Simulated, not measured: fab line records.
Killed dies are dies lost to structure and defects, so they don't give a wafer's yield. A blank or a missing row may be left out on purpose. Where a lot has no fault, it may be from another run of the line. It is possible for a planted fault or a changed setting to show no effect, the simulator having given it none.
Which tool was responsible? -- flow n5 finfet -- 24 lots, 72 wafers sampled, at 3 steps of a route of 1938

== WHAT EACH GAUGE READ, for each wafer ==
N5_BEOL_M13_CD_MEAS_10: target cd 190 nm.
lot,measured,on,cd nm (nm)
L074,day 10 07:05,cd sem-02,189.6 188.9 189.6
L076,day 10 13:07,cd sem-03,188.4 190.9 188.5
L075,day 10 15:22,cd sem-02,189.0 190.2 188.5
L077,day 10 19:26,cd sem-01,190.8 191.4 193.3
L078,day 10 23:17,cd sem-02,190.0 190.0 189.9
L079,day 11 05:21,cd sem-03,192.6 193.6 193.3
L080,day 11 06:55,cd sem-03,191.6 192.4 191.5
L082,day 11 11:11,cd sem-02,190.5 191.4 190.5
L081,day 11 15:37,cd sem-03,191.7 190.6 191.2
L083,day 11 16:22,cd sem-02,191.4 190.7 191.9
L084,day 12 01:35,cd sem-02,189.9 191.7 190.9
L088,day 15 10:53,cd sem-01,189.4 189.5 191.3
L095,day 16 00:17,cd sem-03,190.4 191.5 194.0
L094,day 16 02:04,cd sem-03,190.1 189.9 191.3
L090,day 16 02:47,cd sem-03,187.7 185.9 187.6
L085,day 16 08:01,cd sem-02,186.4 189.8 187.2
L089,day 16 19:55,cd sem-02,190.6 191.4 190.4
L092,day 16 21:56,cd sem-03,191.1 189.8 191.5
L091,day 16 22:15,cd sem-03,190.1 192.7 190.9
L093,day 17 13:44,cd sem-03,192.3 192.2 190.2
L087,day 17 13:58,cd sem-03,191.0 191.0 191.6
L096,day 17 14:50,cd sem-02,191.3 189.5 190.4
L097,day 18 04:47,cd sem-02,189.7 190.9 188.8
L086,day 18 05:20,cd sem-03,189.6 191.5 189.3

N5_BEOL_M13_OVL_MEAS_11.
lot,measured,on,V12_OVL (nm)
L074,day 10 07:07,overlay-02,-4 -8 -9
L076,day 10 13:09,overlay-01,-8 -6 -3
L075,day 10 15:24,overlay-02,-2 0 2
L077,day 10 19:28,overlay-01,2 0 3
L078,day 10 23:19,overlay-01,1 0 2
L079,day 11 05:23,overlay-02,1 4 2
L080,day 11 06:56,overlay-01,-2 5 1
L082,day 11 11:13,overlay-01,-11 -14 -1
L081,day 11 15:38,overlay-02,11 -5 2
L083,day 11 16:24,overlay-02,-7 -7 -7
L084,day 12 01:37,overlay-01,3 9 7
L088,day 15 10:55,overlay-01,0 -12 -11
L095,day 16 00:19,overlay-01,6 2 2
L094,day 16 02:06,overlay-02,1 6 0
L090,day 16 02:49,overlay-01,-9 -5 -11
L085,day 16 08:02,overlay-02,4 3 -1
L089,day 16 19:56,overlay-01,2 5 2
L092,day 16 21:58,overlay-01,5 0 1
L091,day 16 22:17,overlay-01,0 -4 -9
L093,day 17 13:46,overlay-01,13 5 9
L087,day 17 14:00,overlay-01,14 6 6
L096,day 17 14:52,overlay-01,1 6 -4
L097,day 18 04:49,overlay-02,1 6 8
L086,day 18 05:22,overlay-02,3 4 0

== EACH LOT AND THE TOOL THAT RAN IT (in order: tool; ch and the chambers of the sampled wafers; start) ==
lot,N5_BEOL_M12_DEP_53
L074,"pecvd-01 ch 0,1, day 10 06:30"
L076,"pecvd-01 ch 0,2, day 10 12:25"
L075,"pecvd-01 ch 0,1,2, day 10 14:38"
L077,"pecvd-04 ch 0,1,2, day 10 18:51"
L078,"pecvd-02 ch 2, day 10 22:41"
L079,"pecvd-01 ch 0,2, day 11 04:46"
L080,"pecvd-04 ch 0,1, day 11 06:19"
L082,"pecvd-02 ch 0,1,2, day 11 10:36"
L081,"pecvd-01 ch 0,2, day 11 15:01"
L083,"pecvd-02 ch 0,1,2, day 11 15:40"
L084,"pecvd-02 ch 0,2, day 12 00:52"
L088,"pecvd-04 ch 0,1, day 15 10:19"
L095,"pecvd-01 ch 1,2, day 15 23:41"
L094,"pecvd-01 ch 0,1, day 16 01:29"
L090,"pecvd-04 ch 0,2, day 16 02:05"
L085,"pecvd-01 ch 1,2, day 16 07:26"
L089,"pecvd-02 ch 0,1,2, day 16 19:12"
L092,"pecvd-01 ch 0, day 16 21:09"
L091,"pecvd-02 ch 0,1,2, day 16 21:40"
L093,"pecvd-01 ch 0,2, day 17 13:02"
L087,"pecvd-02 ch 0,1,2, day 17 13:23"
L096,"pecvd-02 ch 0,2, day 17 14:12"
L097,"pecvd-02 ch 0,1,2, day 18 04:01"
L086,"pecvd-02 ch 0,1, day 18 04:45"
- N5_BEOL_M12_DEP_53: deposits SiCN from 3MS/NH3, target thk 30 nm, time 10.5 s.

== WHAT THE TOOLS THEMSELVES READ (means of the sampled wafers that have a number; where no wafer has one, the mark that the record gives instead) ==
N5_BEOL_M12_DEP_53.
lot,tool,showerhead plenum p Torr (Torr),throttle valve pct (%)
L074,pecvd-01,4.187,19.9
L076,pecvd-01,4.173,19.2
L075,pecvd-01,4.158,18.7
L077,pecvd-04,4.165,17.8
L078,pecvd-02,4.140,17.7
L079,pecvd-01,4.174,19.4
L080,pecvd-04,4.189,18.5
L082,pecvd-02,4.140,18.3
L081,pecvd-01,4.135,18.1
L083,pecvd-02,4.141,18.3
L084,pecvd-02,4.138,18.2
L088,pecvd-04,4.180,19.0
L095,pecvd-01,4.129,17.7
L094,pecvd-01,4.189,19.8
L090,pecvd-04,4.151,17.6
L085,pecvd-01,4.126,17.8
L089,pecvd-02,4.144,18.6
L092,pecvd-01,4.202,20.5
L091,pecvd-02,4.145,18.7
L093,pecvd-01,4.146,18.2
L087,pecvd-02,4.146,18.6
L096,pecvd-02,4.144,18.8
L097,pecvd-02,4.147,18.5
L086,pecvd-02,4.151,19.0

== THE ANSWER, worked out from the rows above alone ==
Rule: the lots themselves supply what counts as usual. Put in order of their means at a reading, lots are off if they are a third of the lots or fewer, leave a main group of 4 or more, and stand apart from it by a gap of 3 or more times the standard deviation of the main group's means; of several such gaps the widest counts. If all means in a main group match to the digits the tables above print for the reading, that group is not used. A lot without any number at a reading at which 4 lots or more have one is off too. Any other lot the step has rows for is counted as sound. The gauges are gone through in route order, then the tools' own readings, and for those a lot's mean is taken as printed above. At the first step where some lot is off, the reading lying furthest off is the one used; lots without a number count as furthest.
None of the lots is off at any reading shown; this tells nothing.

== WHAT WAS PUT IN BY THE SIMULATOR ==
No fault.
